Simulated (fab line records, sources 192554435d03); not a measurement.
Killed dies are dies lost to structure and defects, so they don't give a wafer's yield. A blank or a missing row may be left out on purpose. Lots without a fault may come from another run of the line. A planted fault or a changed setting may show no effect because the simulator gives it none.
Chamber matching | flow n5_finfet | N5_SDB_HM_OPEN_20 on rie_diel-01: 4 sister chambers
The step chemistry CH3F/O2, target SiNx, stops on poly-Si, target depth 24 nm. 22 wafers are shown with their chamber, then 11 later ones without.

WAFERS WITH THEIR CHAMBER
wafer  | chamber | throttle_valve_pct (%) | showerhead_plenum_p_Torr (Torr) | drypump_motor_current_A (A)
L077.1 | 1       | 16.47                  | 1.99                            | 5.7
L077.2 | 3       | 15.90                  | 1.95                            | 5.4
L077.5 | 2       | 16.05                  | 1.93                            | 5.3
L078.2 | 3       | 15.91                  | 1.95                            | 5.3
L078.4 | 1       | 16.48                  | 1.99                            | 5.6
L078.6 | 1       | 16.47                  | 1.99                            | 5.6
L079.3 | 1       | 16.47                  | 1.99                            | 5.6
L079.4 | 3       | 15.91                  | 1.95                            | 5.3
L079.6 | 2       | 16.06                  | 1.93                            | 5.3
L080.3 | 0       | 16.75                  | 1.99                            | 6.2
L080.5 | 1       | 16.47                  | 1.99                            | 5.6
L080.6 | 2       | 16.06                  | 1.93                            | 5.3
L082.2 | 1       | 16.47                  | 1.99                            | 5.6
L082.4 | 3       | 15.95                  | 1.94                            | 5.4
L082.6 | 2       | 16.08                  | 1.93                            | 5.2
L083.1 | 2       | 16.07                  | 1.93                            | 5.3
L083.2 | 3       | 15.95                  | 1.94                            | 5.3
L083.3 | 0       | 16.75                  | 1.99                            | 6.2
L084.2 | 2       | 16.07                  | 1.93                            | 5.3
L084.4 | 1       | 16.48                  | 1.99                            | 5.6
L084.5 | 3       | 15.95                  | 1.94                            | 5.4
L086.2 | 1       | 16.49                  | 1.99                            | 5.7

SIGNATURES (means of the wafers above)
reading                  | chamber 0 | chamber 1 | chamber 2 | chamber 3 | scatter within a chamber
throttle_valve_pct       | 16.7500   | 16.4750   | 16.0650   | 15.9283   | 0.0146
showerhead_plenum_p_Torr | 1.9900    | 1.9900    | 1.9300    | 1.9450    | 0.00289
drypump_motor_current_A  | 6.200     | 5.625     | 5.283     | 5.350     | 0.0461
Rule: a wafer's distance from a chamber is the root of the sum, over the readings, of the square of ((its reading less the chamber's mean) divided by the reading's scatter). The wafer belongs to the nearest chamber; if the next one is less than 2 further off, it can't be placed. The scatter: the root of (the sum of the squares of (reading less its chamber's mean) over the shown wafers, divided by (wafers less chambers)).

WAFERS WITHOUT THEIR CHAMBER
wafer  | throttle_valve_pct (%) | showerhead_plenum_p_Torr (Torr) | drypump_motor_current_A (A)
L086.3 | 16.09                  | 1.93                            | 5.3
L086.6 | 16.08                  | 1.93                            | 5.3
L087.1 | 15.94                  | 1.94                            | 5.4
L087.3 | 16.76                  | 1.99                            | 6.2
L087.6 | 15.95                  | 1.94                            | 5.3
L089.1 | 16.78                  | 1.99                            | 6.2
L089.5 | 16.51                  | 1.98                            | 5.6
L089.6 | 16.11                  | 1.93                            | 5.2
L091.2 | 16.52                  | 1.98                            | 5.7
L091.5 | 16.11                  | 1.92                            | 5.3
L091.6 | 16.53                  | 1.98                            | 5.6

WHICH CHAMBER EACH WENT THROUGH
wafer  | from the rows above | in truth
L086.3 | 2                   | 2
L086.6 | 2                   | 2
L087.1 | 3                   | 3
L087.3 | 0                   | 0
L087.6 | 3                   | 3
L089.1 | 0                   | 0
L089.5 | 1                   | 1
L089.6 | 2                   | 2
L091.2 | 1                   | 1
L091.5 | 2                   | 2
L091.6 | 1                   | 1
Placed correctly: 11 of 11. Can't be placed from these rows: 0. Placed wrongly: 0.
